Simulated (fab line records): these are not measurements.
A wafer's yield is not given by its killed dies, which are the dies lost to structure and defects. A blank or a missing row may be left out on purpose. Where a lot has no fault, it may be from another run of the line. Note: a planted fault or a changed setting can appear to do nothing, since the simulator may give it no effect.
Matching of chambers | flow n5_finfet | N5_FIN_SAQP_SPACER1_ETCHBACK_25 on rie_diel-05 has 4 sister chambers
The step etches SiO2 in CHF3/O2, target depth 24.4 nm, time 12.2 s. 14 wafers are shown with their chamber, then 7 later ones without.

== WAFERS WITH THEIR CHAMBER ==
wafer  | chamber | showerhead_plenum_p_Torr (Torr) | throttle_valve_pct (%) | oes_o_777_au (a.u.)
L404.3 | 2       | 2.42                            | 18.66                  | 0.77
L404.4 | 0       | 2.44                            | 18.86                  | 0.80
L404.5 | 3       | 2.52                            | 18.78                  | 0.78
L405.2 | 2       | 2.42                            | 18.67                  | 0.77
L405.4 | 0       | 2.44                            | 18.85                  | 0.80
L405.6 | 3       | 2.52                            | 18.76                  | 0.78
L406.1 | 3       | 2.52                            | 18.77                  | 0.78
L406.4 | 3       | 2.52                            | 18.76                  | 0.77
L406.6 | 0       | 2.44                            | 18.84                  | 0.79
L408.1 | 3       | 2.52                            | 18.79                  | 0.77
L408.3 | 2       | 2.41                            | 18.69                  | 0.76
L408.4 | 3       | 2.52                            | 18.77                  | 0.77
L415.3 | 1       | 2.37                            | 18.56                  | 0.90
L415.4 | 0       | 2.43                            | 18.86                  | 0.78

SIGNATURES (averages over the wafers above)
reading                  | chamber 0 | chamber 1 | chamber 2 | chamber 3 | scatter within a chamber
showerhead_plenum_p_Torr | 2.4375    | 2.3700    | 2.4167    | 2.5200    | 0.00376
throttle_valve_pct       | 18.8525   | 18.5600   | 18.6733   | 18.7717   | 0.0119
oes_o_777_au             | 0.7925    | 0.9000    | 0.7667    | 0.7750    | 0.00701
Rule: a wafer's distance from a chamber is the root of the sum, over the readings, of the square of ((its reading less the chamber's mean) divided by the reading's scatter). If the next closest chamber is less than 2 further off than the closest, the wafer can't be placed; otherwise it belongs to the closest. How the scatter is found: for the shown wafers, subtract from each reading the mean of its chamber, square and add these, divide the total by (wafers less chambers), then take the root.

== WAFERS WHOSE CHAMBER IS MISSING ==
wafer  | showerhead_plenum_p_Torr (Torr) | throttle_valve_pct (%) | oes_o_777_au (a.u.)
L415.6 | 2.43                            | 18.89                  | 0.77
L418.3 | 2.41                            | 18.73                  | 0.75
L418.5 | 2.51                            | 18.83                  | 0.75
L418.6 | 2.41                            | 18.73                  | 0.75
L424.1 | 2.40                            | 18.73                  | 0.74
L424.2 | 2.36                            | 18.57                  | 0.86
L424.6 | 2.40                            | 18.74                  | 0.74

== EACH ONE'S CHAMBER ==
wafer  | from the rows above | in truth
L415.6 | 0                   | 0
L418.3 | 2                   | 2
L418.5 | 3                   | 3
L418.6 | 2                   | 2
L424.1 | 2                   | 2
L424.2 | 1                   | 1
L424.6 | 2                   | 2
Correct placement for 7 of the 7. Can't be placed from these rows: 0. Number placed wrongly: 0.
